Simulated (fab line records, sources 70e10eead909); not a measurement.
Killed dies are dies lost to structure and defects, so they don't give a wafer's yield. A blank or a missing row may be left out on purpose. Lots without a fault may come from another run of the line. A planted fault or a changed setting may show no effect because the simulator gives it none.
Which tool did it? | flow nand_harc | 12 lots, 36 wafers sampled, at 5 steps of a route of 1159

WHAT THE GAUGES READ, wafer by wafer
NHARC_A_M0_CD_MEAS_09: target cd 80 nm.
lot  | measured     | on        | cd_nm (nm)
L077 | day 18 15:15 | cd_sem-02 | 81.4 81.0 80.1
L075 | day 18 20:49 | cd_sem-01 | 80.0 80.4 81.2
L078 | day 19 12:38 | cd_sem-01 | 80.0 80.5 80.1
L080 | day 20 02:11 | cd_sem-02 | 80.6 80.6 79.8
L082 | day 20 07:12 | cd_sem-02 | 80.7 81.2 80.9
L085 | day 20 13:56 | cd_sem-02 | 81.2 81.1 80.7
L089 | day 20 17:44 | cd_sem-02 | 80.3 80.5 80.5
L086 | day 22 01:08 | cd_sem-01 | 80.2 79.0 80.3
L088 | day 22 01:19 | cd_sem-03 | 80.2 81.0 81.6
L093 | day 22 06:50 | cd_sem-03 | 80.6 80.9 80.1
L094 | day 22 22:36 | cd_sem-02 | 79.8 80.1 79.8
L097 | day 23 07:23 | cd_sem-03 | 79.9 79.5 79.5

WHICH TOOL RAN EACH LOT (tool, then ch and the chambers of the sampled wafers, then the start)
lot  | NHARC_A_CONTACT_DEP_57        | NHARC_A_CONTACT_ETCH_132             | NHARC_A_CONTACT_ETCH_91            | NHARC_A_BLC_DESCUM_15
L077 | acl_dep-02 ch 0, day 17 08:25 | har_cap_etch-03 ch 0,1, day 17 13:22 | rie_diel-06 ch 0,1,3, day 17 14:06 | rie_diel-08 ch 1,2,3, day 18 08:04
L075 | acl_dep-02 ch 0, day 17 14:07 | har_cap_etch-02 ch 0,1, day 17 19:15 | rie_diel-02 ch 0,1, day 17 19:58   | rie_diel-08 ch 0,3, day 18 12:46
L078 | acl_dep-02 ch 0, day 18 09:23 | har_cap_etch-01 ch 0,1, day 18 13:35 | rie_diel-02 ch 2,3, day 18 14:15   | rie_diel-04 ch 0,1,2, day 19 06:59
L080 | acl_dep-02 ch 0, day 19 01:59 | har_cap_etch-01 ch 0,1, day 19 06:20 | rie_diel-06 ch 2,3, day 19 06:58   | rie_diel-04 ch 0,3, day 19 22:19
L082 | acl_dep-01 ch 0, day 19 11:11 | har_cap_etch-01 ch 0,1, day 19 15:26 | rie_diel-02 ch 0,1,3, day 19 16:08 | rie_diel-04 ch 2,3, day 20 01:32
L085 | acl_dep-01 ch 0, day 19 16:30 | har_cap_etch-01 ch 0,1, day 19 21:52 | rie_diel-07 ch 0,1, day 19 22:35   | rie_diel-08 ch 0,2,3, day 20 09:47
L089 | acl_dep-01 ch 0, day 19 22:29 | har_cap_etch-02 ch 0,1, day 20 02:40 | rie_diel-07 ch 1,2,3, day 20 03:21 | rie_diel-10 ch 2,3, day 20 13:46
L086 | acl_dep-01 ch 0, day 20 03:40 | har_cap_etch-02 ch 0,1, day 20 08:40 | rie_diel-02 ch 0,3, day 20 09:22   | rie_diel-08 ch 1,3, day 21 15:58
L088 | acl_dep-03 ch 0, day 20 08:59 | har_cap_etch-01 ch 0,1, day 20 13:52 | rie_diel-02 ch 0,1,3, day 20 14:34 | rie_diel-04 ch 0,1,2, day 21 16:42
L093 | acl_dep-03 ch 0, day 21 08:17 | har_cap_etch-03 ch 0,1, day 21 13:08 | rie_diel-06 ch 1,2,3, day 21 13:51 | rie_diel-08 ch 0,1,3, day 22 02:24
L094 | acl_dep-02 ch 0, day 22 01:21 | har_cap_etch-03 ch 0,1, day 22 06:11 | rie_diel-07 ch 0,1,3, day 22 06:54 | rie_diel-04 ch 0,2,3, day 22 18:00
L097 | acl_dep-02 ch 0, day 22 10:01 | har_cap_etch-03 ch 0,1, day 22 15:28 | rie_diel-07 ch 0,1,3, day 22 16:11 | rie_diel-08 ch 0,1,2, day 23 01:04
- NHARC_A_CONTACT_DEP_57: deposits aC, target thk 2800 nm.
- NHARC_A_CONTACT_ETCH_132: etches the open film in C4F8/O2/Ar, time 156 s, target depth 958 nm.
- NHARC_A_CONTACT_ETCH_91: etches the open film in CH3F/O2, target depth 40 nm, time 85.7 s.
- NHARC_A_BLC_DESCUM_15: chemistry O2, time 3 s.

THE ANSWER, worked out from the rows above alone
Rule: what is usual is taken from the lots themselves. Put in order of their means at a reading, lots are off if they are a third of the lots or fewer, leave a main group of 4 or more, and stand apart from it by a gap of 3 or more times the standard deviation of the main group's means; of several such gaps the widest counts. A main group whose means are all the same, to the digits that the tables above print for the reading, isn't used. A lot without any number at a reading at which 4 lots or more have one is off too. The other lots that the step has rows for count as sound.
No lot is off at any reading shown: from this, nothing can be told.

WHAT THE SIMULATOR HAD PUT IN
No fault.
